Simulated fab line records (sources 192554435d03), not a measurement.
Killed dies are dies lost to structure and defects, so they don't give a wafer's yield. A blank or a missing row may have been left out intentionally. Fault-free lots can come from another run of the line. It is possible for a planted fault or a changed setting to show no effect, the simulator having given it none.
fab line records ; flow n5_finfet
[record] lots = 6; wafers = 18; last_day = 19
route steps=1938 shown BEOL_M15@1801 PASSIVATION@1936
lots with no fault: from the same line, run without faults
start_h: the number of hours between the record's first day and the start of the first shown wafer of the lot ; wait_h: hours since the lot's step before ; " the same as in the row above ; L1.1+2: several wafers, shown together as one row ; - value missing, or start not given ; * or withheld: withheld ; < > ~ a bound
route shown NAME@n: a module of which the file shows steps, and the number in the route of the first ; usual: mean/standard deviation of fault-free wafers ; same: alike in all rows ; chamber/n: place in a boat ; sites: readings site by site ; _std_site: the values' standard deviation ; _edge_site: outer sites' mean less inner sites' ; radius_mm: for every site, how far away it sits from the centre of the wafer ; mask NAME#n: copy n ; behind: the most recent tool/chamber to have shaped the wafer ; hold: the reason the lot was held/the length of the hold in hours/how it ended ; device: the transistor (n, p or np) that didn't switch ; end of line: the route-end tests of the same wafers ; where a step has no rows: the recipe by itself ; killed: at the first sort, the dies lost to defects and structure; wafer yield is something else ; map: dies across one wafer; x = killed, . = not, _ = none there
set.NAME: setting as actually run; set.NAME@STEP: the setting as run at that earlier step ; model.NAME: the simulator's own value behind a step, which no gauge read
lots at some steps of the route; a table a step, a row a wafer
services: a tool's chamber out of use, with start hour (start_h, from the record's first day; less than 0 if before it), hours out, and reason
[[steps]]
[step N5_BEOL_M15_PEB_26]
[recipe] peb_temp_c = 130; peb_time_s = 90
[step N5_BEOL_M15_DEVELOP_27]
[recipe] develop_time_s = 45; rinse_liquid = diw; dry = air_spin; dev_temp_c = 21
[step N5_BEOL_M15_HARDBAKE_32]
[recipe] temp_c = 130; time_s = 120
[step N5_BEOL_M15_CD_MEAS_28]
[recipe] target_cd_nm = 407.6; landing_energy_ev = 500; detector = se_inlens
[usual] cd_nm = 408.2/1.5
lot.wafer;tool;chamber;start_h;wait_h;cd_nm
L565.2;cd_sem-02;0;298.92;-;407.1
L565.3;cd_sem-02;0;298.92;-;407.6
L565.6;cd_sem-02;0;298.92;-;405.3
L567.4;cd_sem-02;0;308.34;-;407.2
L567.5;cd_sem-02;0;308.34;-;409.0
L567.6;cd_sem-02;0;308.34;-;408.5
L570.1;cd_sem-01;0;327.36;-;412.1
L570.4;cd_sem-01;0;327.36;-;410.9
L570.6;cd_sem-01;0;327.36;-;410.1
L578.1;cd_sem-03;0;386.68;-;411.2
L578.3;cd_sem-03;0;386.68;-;408.8
L578.6;cd_sem-03;0;386.68;-;411.7
L582.3;cd_sem-01;0;403.98;-;409.0
L582.5;cd_sem-01;0;403.98;-;410.1
L582.6;cd_sem-01;0;403.98;-;408.7
L583.4;cd_sem-01;0;431.52;-;408.5
L583.5;cd_sem-01;0;431.52;-;410.2
L583.6;cd_sem-01;0;431.52;-;407.6
[step N5_BEOL_M15_OVL_MEAS_29]
[recipe] points_per_wafer = 44
[usual] M15_OVL = -1/5.1
lot.wafer;tool;chamber;start_h;wait_h;M15_OVL[nm]
L565.2;overlay-01;0;298.95;0.0;-8
L565.3;overlay-01;0;298.95;0.0;-3
L565.6;overlay-01;0;298.95;0.0;-9
L567.4;overlay-01;0;308.36;0.0;5
L567.5;overlay-01;0;308.36;0.0;2
L567.6;overlay-01;0;308.36;0.0;-2
L570.1;overlay-02;0;327.39;0.0;-2
L570.4;overlay-02;0;327.39;0.0;0
L570.6;overlay-02;0;327.39;0.0;-2
L578.1;overlay-01;0;386.71;0.0;-1
L578.3;overlay-01;0;386.71;0.0;0
L578.6;overlay-01;0;386.71;0.0;-5
L582.3;overlay-01;0;404.01;0.0;0
L582.5;overlay-01;0;404.01;0.0;5
L582.6;overlay-01;0;404.01;0.0;8
L583.4;overlay-02;0;431.55;0.0;-1
L583.5;overlay-02;0;431.55;0.0;-4
L583.6;overlay-02;0;431.55;0.0;-1
[step N5_BEOL_M15_INSPECT_30]
[recipe] mode = adi; inspect_instrument = macro
[usual] raw_defect_count = 2.2/1.6
lot.wafer;tool;chamber;start_h;wait_h;raw_defect_count
L565.2;defect_inspect-02;-;298.97;0.0;5
L565.3;defect_inspect-02;-;298.97;0.0;7
L565.6;defect_inspect-02;-;298.97;0.0;1
L567.4;defect_inspect-01;-;308.39;0.0;2
L567.5;defect_inspect-01;-;308.39;0.0;3
L567.6;defect_inspect-01;-;308.39;0.0;2
L570.1;defect_inspect-02;-;327.42;0.0;1
L570.4;defect_inspect-02;-;327.42;0.0;1
L570.6;defect_inspect-02;-;327.42;0.0;2
L578.1;defect_inspect-01;-;386.73;0.0;7
L578.3;defect_inspect-01;-;386.73;0.0;4
L578.6;defect_inspect-01;-;386.73;0.0;1
L582.3;defect_inspect-02;-;404.04;0.0;0
L582.5;defect_inspect-02;-;404.04;0.0;3
L582.6;defect_inspect-02;-;404.04;0.0;1
L583.4;defect_inspect-01;-;431.57;0.0;2
L583.5;defect_inspect-01;-;431.57;0.0;1
L583.6;defect_inspect-01;-;431.57;0.0;2
[step N5_BEOL_M15_DESCUM_33]
[recipe] chemistry = O2; time_s = 7.9; source_power_w = 50; bias_power_w = 20; pressure_mtorr = 20; rf_frequency_hz = 2.712e+07; temp_c = 40; o2_flow_sccm = 225
[usual] chamber_pressure_mTorr = 20.001/0.017; drypump_motor_current_A = 5.6/0.34; o2_flow_sccm = 224.9/0.75; oes_product_au = 0.79/0.098; rf_vpp_V = 243.2/1.4; showerhead_plenum_p_Torr = 2.11/0.078; throttle_valve_pct = 20.59/0.24
lot.wafer;tool;chamber;start_h;wait_h;chamber_pressure_mTorr;drypump_motor_current_A;o2_flow_sccm;oes_product_au;rf_hours_counter_h;rf_vpp_V;showerhead_plenum_p_Torr;throttle_valve_pct
L565.2;rie_diel-02;2;299.04;0.1;19.965;5.7;224.3;0.68;225;242.9;2.04;20.65
L565.3;rie_diel-02;0;299.04;0.1;19.996;5.8;225.4;0.83;82;243.3;2.04;20.12
L565.6;rie_diel-02;3;299.04;0.1;19.982;5.0;224.4;0.89;-;244.9;2.24;20.67
L567.4;rie_diel-02;0;308.42;0.0;20.019;5.7;224.8;0.82;85;240.9;2.04;20.14
L567.5;rie_diel-02;0;308.42;0.0;19.993;5.8;225.4;0.82;-;241.4;2.04;20.12
L567.6;rie_diel-02;1;308.42;0.0;19.986;5.6;224.3;0.71;-;243.2;2.16;20.74
L570.1;rie_diel-01;1;327.58;0.2;20.024;6.0;223.8;0.71;228;242.5;2.06;20.74
L570.4;rie_diel-01;2;327.58;0.2;20.000;5.5;224.6;0.70;-;243.5;2.15;20.79
L570.6;rie_diel-01;0;327.58;0.2;19.975;5.7;226.6;0.68;-;242.5;2.08;20.86
L578.1;rie_diel-03;3;386.84;0.1;20.003;5.5;224.7;0.71;250;243.0;2.08;21.02
L578.3;rie_diel-03;0;386.84;0.1;19.986;5.5;225.0;0.70;230;242.5;2.08;20.68
L578.6;rie_diel-03;3;386.84;0.1;20.022;5.5;224.3;0.71;-;242.5;2.08;21.03
L582.3;rie_diel-03;1;404.07;0.0;20.035;5.9;224.3;0.84;56;244.3;2.21;20.57
L582.5;rie_diel-03;0;404.07;0.0;20.027;5.4;223.6;0.70;-;243.1;2.08;20.69
L582.6;rie_diel-03;1;404.07;0.0;19.994;5.9;223.6;0.84;-;246.2;2.21;20.55
L583.4;rie_diel-01;3;431.96;0.4;20.014;6.5;224.3;0.69;-;241.2;1.96;20.54
L583.5;rie_diel-01;1;431.96;0.4;20.012;6.0;224.9;0.95;-;242.3;2.05;20.49
L583.6;rie_diel-01;0;431.96;0.4;20.015;5.8;224.4;0.96;-;241.5;2.07;20.51
[step N5_BEOL_M15_ETCH_61]
[recipe] chemistry = N2/H2; target = BARC; target_depth_a = 890; overetch_a = 267; time_s = 67.9; ion_energy_ev = 200; pressure_mtorr = 30; source_w = 840; bias_w = 150; n2_flow_sccm = 200; h2_flow_sccm = 200
[usual] chamber_pressure_mTorr = 30.000/0.025; drypump_motor_current_A = 5.6/0.34; oes_product_au = 0.67/0.078; rf_vpp_V = 524.0/2.6; showerhead_plenum_p_Torr = 2.55/0.086; throttle_valve_pct = 18.03/0.24
lot.wafer;tool;chamber;start_h;wait_h;chamber_pressure_mTorr;drypump_motor_current_A;oes_product_au;rf_hours_counter_h;rf_vpp_V;showerhead_plenum_p_Torr;throttle_valve_pct
L565.2;rie_diel-02;2;299.08;0.0;29.978;5.7;0.59;225;522.3;2.51;18.23
L565.3;rie_diel-02;0;299.08;0.0;29.975;5.8;0.71;82;522.7;2.48;17.59
L565.6;rie_diel-02;3;299.08;0.0;29.989;5.0;0.76;-;527.5;2.69;17.89
L567.4;rie_diel-02;0;308.46;0.0;30.017;5.8;0.71;85;522.6;2.48;17.58
L567.5;rie_diel-02;0;308.46;0.0;29.996;5.8;0.70;-;522.0;2.48;17.58
L567.6;rie_diel-02;1;308.46;0.0;29.978;5.6;0.60;-;527.4;2.63;18.24
L570.1;rie_diel-01;1;327.61;0.0;29.997;6.0;0.61;228;521.9;2.51;18.32
L570.4;rie_diel-01;2;327.61;0.0;30.005;5.5;0.60;-;526.7;2.63;18.31
L570.6;rie_diel-01;0;327.61;0.0;29.969;5.7;0.59;-;522.3;2.52;18.27
L578.1;rie_diel-03;3;386.88;0.0;29.964;5.5;0.60;250;522.5;2.49;18.34
L578.3;rie_diel-03;0;386.88;0.0;30.006;5.4;0.61;230;523.1;2.52;18.24
L578.6;rie_diel-03;3;386.88;0.0;30.008;5.5;0.60;-;522.8;2.49;18.37
L582.3;rie_diel-03;1;404.10;0.0;29.983;6.0;0.71;56;528.4;2.69;18.07
L582.5;rie_diel-03;0;404.10;0.0;30.016;5.5;0.59;-;523.6;2.52;18.24
L582.6;rie_diel-03;1;404.10;0.0;29.997;6.0;0.71;-;527.6;2.69;18.07
L583.4;rie_diel-01;3;432.00;0.0;30.012;6.5;0.59;-;519.7;2.41;18.19
L583.5;rie_diel-01;1;432.00;0.0;29.999;6.0;0.80;-;523.0;2.50;17.99
L583.6;rie_diel-01;0;432.00;0.0;30.012;5.7;0.81;-;520.8;2.51;17.87
[step N5_BEOL_M15_TRENCH_ETCH_34]
[recipe] chemistry = C4F8/O2/Ar; target = SiO2; target_depth_a = 8729.3; he_inner_torr = 15; he_outer_torr = 30; time_s = 199; ion_energy_ev = 800; pressure_mtorr = 20; source_w = 1905; bias_w = 2040; Ar_flow_sccm = 400; C4F8_flow_sccm = 16; O2_flow_sccm = 12
[usual] C4F8_flow_sccm = 16.00/0.051; chamber_pressure_mTorr = 20.000/0.018; drypump_motor_current_A = 5.6/0.33; he_outer_torr = 29.99/0.06; oes_product_au = 0.79/0.098; rf_vpp_V = 2230/34; showerhead_plenum_p_Torr = 3.46/0.12; throttle_valve_pct = 31.08/0.3
lot.wafer;tool;chamber;start_h;wait_h;C4F8_flow_sccm;chamber_pressure_mTorr;drypump_motor_current_A;he_outer_torr;oes_product_au;rf_hours_counter_h;rf_vpp_V;showerhead_plenum_p_Torr;throttle_valve_pct
L565.2;rie_diel-02;2;299.13;0.0;15.96;19.999;5.7;30.03;0.69;225;2166;3.41;31.37
L565.3;rie_diel-02;0;299.13;0.0;15.98;20.008;5.8;29.99;0.83;82;2232;3.35;30.44
L565.6;rie_diel-02;3;299.13;0.0;16.03;19.996;5.1;30.04;0.91;-;2272;3.66;31.25
L567.4;rie_diel-02;0;308.51;0.0;15.95;20.003;5.8;30.03;0.82;85;2232;3.35;30.46
L567.5;rie_diel-02;0;308.51;0.0;15.98;20.003;5.8;30.01;0.83;-;2232;3.35;30.46
L567.6;rie_diel-02;1;308.51;0.0;15.97;19.984;5.6;29.89;0.71;-;2242;3.53;31.23
L570.1;rie_diel-01;1;327.67;0.0;16.01;19.984;6.0;29.92;0.71;228;2228;3.40;31.23
L570.4;rie_diel-01;2;327.67;0.0;15.94;19.991;5.5;29.97;0.71;-;2217;3.50;31.03
L570.6;rie_diel-01;0;327.67;0.0;15.98;20.032;5.7;29.97;0.69;-;2215;3.41;31.30
L578.1;rie_diel-03;3;386.93;0.0;15.93;19.988;5.5;29.98;0.69;250;2188;3.39;31.38
L578.3;rie_diel-03;0;386.93;0.0;15.99;19.998;5.4;30.07;0.70;230;2246;3.41;31.14
L578.6;rie_diel-03;3;386.93;0.0;16.03;19.992;5.5;29.96;0.70;-;2187;3.39;31.38
L582.3;rie_diel-03;1;404.16;0.0;16.15;20.027;5.9;30.12;0.85;57;2288;3.60;31.07
L582.5;rie_diel-03;0;404.16;0.0;16.03;19.991;5.4;30.02;0.70;-;2245;3.41;31.13
L582.6;rie_diel-03;1;404.16;0.0;16.14;20.006;5.9;30.05;0.85;-;2288;3.60;31.07
L583.4;rie_diel-01;3;432.10;0.1;16.08;19.978;6.4;29.95;0.69;-;2234;3.24;30.92
L583.5;rie_diel-01;1;432.10;0.1;15.92;19.979;6.0;29.90;0.94;-;2224;3.38;31.16
L583.6;rie_diel-01;0;432.10;0.1;16.02;20.022;5.7;29.94;0.95;-;2216;3.40;31.10
[step N5_BEOL_M15_STRIP_36]
[recipe] chemistry = O2; power_w = 600; temp_c = 60; pressure_mtorr = 30; rf_frequency_hz = 6e+07; bias_power_w = 0; overash_fraction = 0.3; o2_flow_sccm = 225
[step N5_BEOL_M15_STRIP_62]
[recipe] chemistry = O2; power_w = 600; temp_c = 60; pressure_mtorr = 30; rf_frequency_hz = 6e+07; bias_power_w = 0; overash_fraction = 0.3; o2_flow_sccm = 225
[usual] chamber_pressure_mTorr = 30.002/0.028; drypump_motor_current_A = 5.6/0.32; o2_flow_sccm = 225.1/0.69; oes_product_au = 0.77/0.086; rf_vpp_V = 3.6/0.48; showerhead_plenum_p_Torr = 2.11/0.07; throttle_valve_pct = 16.89/0.23
lot.wafer;tool;chamber;start_h;wait_h;chamber_pressure_mTorr;drypump_motor_current_A;o2_flow_sccm;oes_product_au;rf_hours_counter_h;rf_vpp_V;showerhead_plenum_p_Torr;throttle_valve_pct
L565.2;rie_diel-01;0;-;-;30.026;5.7;225.6;0.69;224;2.7;2.09;17.06
L565.3;rie_diel-01;1;-;-;29.960;6.0;224.7;0.72;218;3.9;2.07;16.98
L565.6;rie_diel-01;0;-;-;29.997;5.7;225.1;0.69;-;4.4;2.09;17.07
L567.4;rie_diel-03;0;-;-;29.967;5.4;224.8;0.73;211;4.3;2.09;16.90
L567.5;rie_diel-03;3;-;-;29.992;5.5;225.5;0.72;-;3.6;2.09;17.20
L567.6;rie_diel-03;0;-;-;30.025;5.5;224.9;0.72;-;3.8;2.09;16.90
L570.1;rie_diel-03;1;-;-;30.060;5.9;224.2;0.87;39;3.7;2.22;16.71
L570.4;rie_diel-03;0;-;-;30.009;5.4;226.0;0.72;217;4.0;2.09;16.90
L570.6;rie_diel-03;1;-;-;30.011;5.9;223.9;0.87;-;4.1;2.22;16.71
L578.1;rie_diel-01;3;-;-;29.962;6.4;224.7;0.70;225;3.9;1.97;16.79
L578.3;rie_diel-01;2;-;-;30.053;5.5;225.5;0.68;240;3.4;2.14;17.16
L578.6;rie_diel-01;0;-;-;29.928;5.8;226.1;0.67;-;3.2;2.08;17.11
L582.3;rie_diel-03;2;-;-;30.003;5.3;223.7;0.71;203;3.5;2.08;17.11
L582.5;rie_diel-03;2;-;-;30.016;5.3;224.5;0.71;-;3.3;2.08;17.10
L582.6;rie_diel-03;1;-;-;30.046;5.9;224.7;0.84;-;4.1;2.21;16.76
L583.4;rie_diel-01;0;-;-;29.991;5.7;224.6;0.94;-;3.6;2.08;16.66
L583.5;rie_diel-01;3;-;-;30.001;6.5;224.2;0.68;-;3.2;1.97;16.85
L583.6;rie_diel-01;1;-;-;30.040;6.1;225.5;0.94;-;3.6;2.06;16.65
[step N5_BEOL_M15_STRIP_37]
[recipe] chemistry = O2; power_w = 600; temp_c = 60; pressure_mtorr = 30; rf_frequency_hz = 6e+07; bias_power_w = 0; overash_fraction = 0.3; o2_flow_sccm = 225
[usual] chamber_pressure_mTorr = 30.00/0.035; drypump_motor_current_A = 5.6/0.32; o2_flow_sccm = 225.0/0.74; oes_product_au = 0.77/0.086; rf_vpp_V = 3.6/0.68; showerhead_plenum_p_Torr = 2.11/0.07; throttle_valve_pct = 16.89/0.23
lot.wafer;tool;chamber;start_h;wait_h;chamber_pressure_mTorr;drypump_motor_current_A;o2_flow_sccm;oes_product_au;rf_hours_counter_h;rf_vpp_V;showerhead_plenum_p_Torr;throttle_valve_pct
L565.2;rie_diel-01;0;299.62;-;30.02;5.7;224.8;0.69;224;4.0;2.09;17.07
L565.3;rie_diel-01;1;299.62;-;30.01;6.1;224.2;0.72;218;2.9;2.07;17.00
L565.6;rie_diel-01;0;299.62;-;29.96;5.7;225.5;0.68;-;3.5;2.09;17.05
L567.4;rie_diel-03;0;309.57;-;20.96;5.4;224.5;0.73;211;6.2;2.09;16.89
L567.5;rie_diel-03;3;309.57;-;29.95;5.5;224.8;0.72;-;3.6;2.09;17.20
L567.6;rie_diel-03;0;309.57;-;21.04;5.4;226.0;0.73;-;4.7;2.09;16.88
L570.1;rie_diel-03;1;329.64;-;29.96;5.9;225.1;0.88;39;3.5;2.22;16.72
L570.4;rie_diel-03;0;329.64;-;21.01;5.4;224.9;0.72;217;4.9;2.09;16.88
L570.6;rie_diel-03;1;329.64;-;30.02;6.0;226.5;0.87;-;3.6;2.22;16.74
L578.1;rie_diel-01;3;389.96;-;30.04;6.4;224.4;0.70;225;3.7;1.97;16.79
L578.3;rie_diel-01;2;389.96;-;30.00;5.5;226.2;0.68;240;4.5;2.14;17.14
L578.6;rie_diel-01;0;389.96;-;29.98;5.7;224.9;0.67;-;3.1;2.08;17.11
L582.3;rie_diel-03;2;406.40;-;29.95;5.3;224.3;0.71;203;3.7;2.08;17.11
L582.5;rie_diel-03;2;406.40;-;30.08;5.3;225.9;0.71;-;4.8;2.08;17.11
L582.6;rie_diel-03;1;406.40;-;30.00;5.9;226.5;0.83;-;3.7;2.21;16.74
L583.4;rie_diel-01;0;432.39;-;29.91;5.8;225.2;0.96;-;3.3;2.08;16.67
L583.5;rie_diel-01;3;432.39;-;29.96;6.4;225.0;0.69;-;4.6;1.97;16.81
L583.6;rie_diel-01;1;432.39;-;30.06;6.0;223.5;0.94;-;3.7;2.06;16.68
[step N5_BEOL_M15_ETCH_38]
[recipe] chemistry = CF4/N2; target = SiCN; target_depth_a = 1064; taper_deg = 2; time_s = 120.5; ion_energy_ev = 150; mask_material = SiO2; pressure_mtorr = 40; source_w = 430; bias_w = 70; Ar_flow_sccm = 100; cf4_flow_sccm = 60; n2_flow_sccm = 60
[usual] chamber_pressure_mTorr = 40.00/0.037; drypump_motor_current_A = 5.6/0.32; oes_product_au = 0.77/0.088; rf_vpp_V = 382.5/1.9; showerhead_plenum_p_Torr = 2.22/0.069; throttle_valve_pct = 15.64/0.22
lot.wafer;tool;chamber;start_h;wait_h;chamber_pressure_mTorr;drypump_motor_current_A;oes_product_au;rf_hours_counter_h;rf_vpp_V;showerhead_plenum_p_Torr;throttle_valve_pct
L565.2;rie_diel-01;0;-;-;39.97;5.7;0.70;224;381.8;2.19;15.80
L565.3;rie_diel-01;1;-;-;40.05;6.0;0.72;218;381.9;2.18;15.77
L565.6;rie_diel-01;0;-;-;39.96;5.7;0.70;-;382.2;2.19;15.79
L567.4;rie_diel-03;0;-;-;40.01;5.4;0.72;211;381.4;2.19;15.63
L567.5;rie_diel-03;3;-;-;39.99;5.5;0.71;-;382.6;2.18;15.88
L567.6;rie_diel-03;0;-;-;39.98;5.4;0.72;-;382.9;2.19;15.63
L570.1;rie_diel-03;1;-;-;40.01;5.9;0.89;39;386.4;2.33;15.45
L570.4;rie_diel-03;0;-;-;40.00;5.4;0.72;217;381.1;2.19;15.64
L570.6;rie_diel-03;1;-;-;39.94;5.9;0.89;-;385.1;2.33;15.47
L578.1;rie_diel-01;3;-;-;39.92;6.4;0.70;225;380.0;2.09;15.64
L578.3;rie_diel-01;2;-;-;39.99;5.5;0.69;240;383.7;2.26;15.99
L578.6;rie_diel-01;0;-;-;39.96;5.7;0.68;-;382.2;2.18;15.87
L582.3;rie_diel-03;2;-;-;39.96;5.3;0.72;203;382.2;2.18;15.85
L582.5;rie_diel-03;2;-;-;40.02;5.3;0.72;-;381.2;2.18;15.83
L582.6;rie_diel-03;1;-;-;40.01;5.9;0.86;-;385.2;2.32;15.52
L583.4;rie_diel-01;0;-;-;39.97;5.7;0.96;-;380.4;2.18;15.36
L583.5;rie_diel-01;3;-;-;39.93;6.5;0.69;-;379.5;2.08;15.66
L583.6;rie_diel-01;1;-;-;39.95;6.1;0.94;-;381.2;2.17;15.39
[step N5_PASSIVATION_PROBE_49]
[usual] defect_limited_yield = 91.1/1.4; killed_at_M0_to_M3 = 36/11; killed_at_M4_up = 14/5.2; killed_at_contacts = 12/6.1; killed_at_front_end = 40/12; killed_at_other = 3.2/2.5; killed_dies = 105/16; killed_open = 68/12; killed_short = 35/8.7; sort_bin_5_function = 5.2/0.89; sort_bin_6_memory = 3.3/0.66; sort_bin_8_speed = 0.01/0.085; sort_n_pass = 1074/16; sort_yield_pct = 91.1/1.4
[same] gross_dies = 1180; killed_at_back_side = 0; sort_bin_4_leakage[%] = 0
lot.wafer;tool;chamber;start_h;wait_h;defect_limited_yield[%];killed_at_M0_to_M3;killed_at_M4_up;killed_at_contacts;killed_at_front_end;killed_at_other;killed_dies;killed_open;killed_short;sort_bin_5_function[%];sort_bin_6_memory[%];sort_bin_8_speed[%];sort_n_pass;sort_yield_pct[%]
L582.3;prober-01;-;420.86;0.1;91.5;35;12;13;37;3;100;66;30;4.3;3.9;0;1080;91.5
L582.5;prober-01;-;420.96;0.2;91.2;28;14;21;34;7;104;65;36;5.9;2.5;0;1076;91.2
L582.6;prober-01;-;421.01;0.3;90.3;54;16;15;26;4;115;60;45;5.7;3.3;0;1065;90.3
// killed by level:class
L582.3 MOL_CONTACT_COAG:geometric_particle:open=11 STI_FIN_REVEAL:geometric_particle:open=8 BEOL_M2:geometric_particle:open=8 GATE_CUT:geometric_particle:short=7 BEOL_M3:geometric_particle:open=7 BEOL_M0_SAQP:geometric_particle:open=6 GATE_CUT:geometric_particle:open=5 BEOL_M4:geometric_particle:open=4
L582.5 MOL_CONTACT_COAG:geometric_particle:open=14 BEOL_M0_SAQP:geometric_particle:open=7 BEOL_M2:geometric_particle:open=7 MOL_CONTACT_COAG:geometric_particle:short=6 GATE_CUT:geometric_particle:short=5 BEOL_M1:geometric_particle:open=5 BEOL_M4:geometric_particle:open=5 FIN_SAQP:geometric_particle:open=4
L582.6 BEOL_M0_SAQP:geometric_particle:short=13 MOL_CONTACT_COAG:geometric_particle:open=12 BEOL_M0_SAQP:geometric_particle:open=10 BEOL_M2:geometric_particle:open=9 BEOL_M3:geometric_particle:short=8 BEOL_M4:geometric_particle:open=7 FIN_SAQP:geometric_particle:short=6 BEOL_M3:geometric_particle:open=6
[[services]]
tool;chamber;start_h;hours;kind
rie_diel-03;-;329.81;14.6;pm
rie_diel-01;-;333.19;2.8;pm
rie_diel-02;2;368.90;-;clean
rie_diel-02;2;368.90;-;consumable_replace:focus_ring
rie_diel-02;2;368.90;14.5;scheduled_down
rie_diel-02;2;368.90;14.5;vent_cycle
rie_diel-01;1;381.97;-;clean
rie_diel-01;1;381.97;-;consumable_replace:focus_ring
rie_diel-01;1;381.97;14.6;scheduled_down
rie_diel-01;1;381.97;14.6;vent_cycle
rie_diel-03;3;389.85;-;clean
rie_diel-03;3;389.85;-;consumable_replace:focus_ring
rie_diel-03;3;389.85;28.8;scheduled_down
rie_diel-03;3;389.85;28.8;vent_cycle
rie_diel-01;0;396.67;-;clean
rie_diel-01;0;396.67;-;consumable_replace:focus_ring
rie_diel-01;0;396.67;15.8;scheduled_down
rie_diel-01;0;396.67;15.8;vent_cycle
rie_diel-02;2;402.51;9.0;repair
rie_diel-02;0;411.74;1.9;repair
rie_diel-01;2;415.28;-;clean
rie_diel-01;2;415.28;-;consumable_replace:focus_ring
rie_diel-01;2;415.28;18.6;scheduled_down
rie_diel-01;2;415.28;18.6;vent_cycle
[[key]]
[first_sign] step = N5_BEOL_M15_STRIP_37; reading = chamber_pressure_mTorr; direction = down; sigmas = 99+; usual = *; struck = *
effect none on later readings
met_at N5_BEOL_M15_STRIP_37
struck_wafers L567.4,L567.6,L570.4
[fault] kind = process_parameter_drift; tool = rie_diel-03; chamber = 0; onset_h = 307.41; steps = N5_BEOL_M15_STRIP_37; channel = pressure_mtorr; offset = *; shape = step; end_h = 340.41; acts_in = *; stated = *
